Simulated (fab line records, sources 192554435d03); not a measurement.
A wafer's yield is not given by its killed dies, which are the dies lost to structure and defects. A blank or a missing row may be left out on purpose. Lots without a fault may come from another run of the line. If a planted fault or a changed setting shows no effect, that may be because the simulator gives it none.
Comparing a struck lot with a sound one + flow n5 finfet + 15 steps out of a route of 1938
Sound: wafers L971.1, L971.2, L971.6. Struck: wafer L987.4 (L987.1, L987.6, from the same lot, were not struck and are left out); the cause is given at the end.
Each step with rows lists, per side, the tool, then ch with its chambers, then its first start. Under that, the readings that differ: sound wafers + struck wafers + difference of the means + sigmas: that difference in standard deviations of wafers without a fault.
alike: same words and numbers on both sides, and readings whose means sit less than 2 such deviations apart. not compared: any withheld reading, any reading some wafer has no value for, any bound like >300 that may hide the same value, and any number with overlapping values for which the record gives no deviation.
The two part at a step that has a row with sigmas, a row that says differs or no value, or rows on one side only. Numbers that don't overlap but have no deviation are shown without sigmas and don't part them. Lack of a reading on every wafer of one side parts them only where that side has two or more wafers.

first, 4 steps without rows for these wafers: N5_PMOS_HMC_CHANNEL_EPI_SOFTBAKE_04 (time 60 s); N5_PMOS_HMC_CHANNEL_EPI_EXPOSE_06 (exposes mask PMOS HMC BLK, target cd 240 nm); N5_PMOS_HMC_CHANNEL_EPI_PEB_07 (peb time 60 s); N5_PMOS_HMC_CHANNEL_EPI_DEVELOP_08 (develop time 30 s).
N5_PMOS_HMC_CHANNEL_EPI_CD_MEAS_09: the cd target is 237.4 nm.
  sound on cd sem-01 ch 0, day 1 17:10; struck on cd sem-02 ch 0, day 5 19:04
  alike: cd nm
N5_PMOS_HMC_CHANNEL_EPI_OVL_MEAS_10:
  sound on overlay-01 ch 0, day 1 17:11; struck on overlay-02 ch 0, day 5 19:05
  alike: PMOS_HMC_BLK_OVL
N5_PMOS_HMC_CHANNEL_EPI_INSPECT_11: inspects for defects (macro).
  sound: defect inspect-01 at day 1 17:13; struck: defect inspect-02 at day 5 19:07
  alike: raw defect count
N5_PMOS_HMC_CHANNEL_EPI_DESCUM_14: chemistry O2, time 7.9 s.
  sound on rie diel-03 ch 0,2, day 1 17:15; struck on rie diel-02 ch 0, day 5 19:23
| reading                         | sound          | struck | difference | sigmas |
|---------------------------------|----------------|--------|------------|--------|
| showerhead plenum p Torr (Torr) | 2.03 2.06 2.03 | 2.22   | +0.18      | +2     |
  alike: chamber pressure mTorr, drypump motor current A, oes product au, rf vpp V, throttle valve pct
  not compared: rf hours counter h
N5_PMOS_HMC_CHANNEL_EPI_ETCH_32: etches BARC in N2/H2, stops on SiO2, target depth 85.8 nm, time 50.3 s.
  sound on rie diel-03 ch 0,2, day 1 17:17; struck on rie diel-02 ch 0, day 5 19:25
| reading                         | sound             | struck | difference | sigmas |
|---------------------------------|-------------------|--------|------------|--------|
| showerhead plenum p Torr (Torr) | 2.48 2.51 2.48    | 2.69   | +0.20      | +2     |
| throttle valve pct (%)          | 18.03 18.12 18.02 | 17.47  | -0.59      | -2     |
  alike: bias w, chamber pressure mTorr, drypump motor current A, n2 flow sccm, oes product au, rf vpp V
  not compared: rf hours counter h
N5_PMOS_HMC_CHANNEL_EPI_HM_OPEN_15: chemistry CHF3/O2, target SiO2, target depth 40.6 nm, time 20.3 s.
  sound on rie diel-03 ch 0,2, day 1 17:20; struck on rie diel-02 ch 0, day 5 19:28
| reading                         | sound          | struck | difference | sigmas |
|---------------------------------|----------------|--------|------------|--------|
| showerhead plenum p Torr (Torr) | 2.34 2.38 2.34 | 2.55   | +0.20      | +2     |
  alike: chamber pressure mTorr, drypump motor current A, oes product au, rf vpp V, throttle valve pct
  not compared: rf hours counter h
N5_PMOS_HMC_CHANNEL_EPI_STRIP_33: strips in N2/H2.
  sound on rie diel-03 ch 0,2, day 1 17:23; struck on rie diel-02 ch 0, day 5 19:31
| reading                         | sound          | struck | difference | sigmas |
|---------------------------------|----------------|--------|------------|--------|
| showerhead plenum p Torr (Torr) | 3.27 3.32 3.27 | 3.55   | +0.26      | +2     |
| throttle valve pct (%)          | 19.4 19.2 19.4 | 18.4   | -0.9       | -3     |
  alike: chamber pressure mTorr, drypump motor current A, n2 flow sccm, oes product au, rf vpp V
  not compared: rf hours counter h
then, 1 step without rows for these wafers: N5_PMOS_HMC_CHANNEL_EPI_STRIP_17 (strips in SPM, time 750 s).
N5_PMOS_HMC_CHANNEL_EPI_ETCH_38: etches SiO2 in CF4, target depth 1.5 nm.
  sound on rie si-01 ch 0,1, day 1 17:41; struck on rie si-05 ch 1, day 5 19:49
| reading    | sound             | struck | difference | sigmas |
|------------|-------------------|--------|------------|--------|
| bias w (W) | 402.3 399.9 400.9 | 416.8  | +15.8      | +13    |
  alike: chamber pressure mTorr, drypump motor current A, oes product au, throttle valve pct
  not compared: rf hours counter h
N5_PMOS_HMC_CHANNEL_EPI_FIN_RECESS_16: chemistry HBr/Cl2, target Si, target depth 54 nm, time 18 s.
  sound on rie si-01 ch 0,1, day 1 17:43; struck on rie si-05 ch 1, day 5 19:50
  alike: chamber pressure mTorr, drypump motor current A, oes product au, throttle valve pct
  not compared: rf hours counter h
-- here the record skips 6 days between the struck wafers' starts before and after, leaving off in module PMOS_HMC_CHANNEL_EPI and picking up in module BEOL_M4 (first step shown: number 1111 of the route) --
N5_BEOL_M4_RC_MEAS_101:
  sound on prober-02 ch 0, day 7 12:01; struck on prober-01 ch 0, day 11 16:34
  alike: DIBL_N, DIBL_P, IOFF_N, IOFF_P, ION_N, ION_P, SS_N, SS_P, VT_N, VT_P

WHERE THEY PART
First at N5_PMOS_HMC_CHANNEL_EPI_DESCUM_14; last, within this record, at N5_PMOS_HMC_CHANNEL_EPI_ETCH_38. Later steps at which nothing parts them and some readings are alike: N5_PMOS_HMC_CHANNEL_EPI_FIN_RECESS_16, N5_BEOL_M4_RC_MEAS_101.

WHY: whatever the simulator had introduced
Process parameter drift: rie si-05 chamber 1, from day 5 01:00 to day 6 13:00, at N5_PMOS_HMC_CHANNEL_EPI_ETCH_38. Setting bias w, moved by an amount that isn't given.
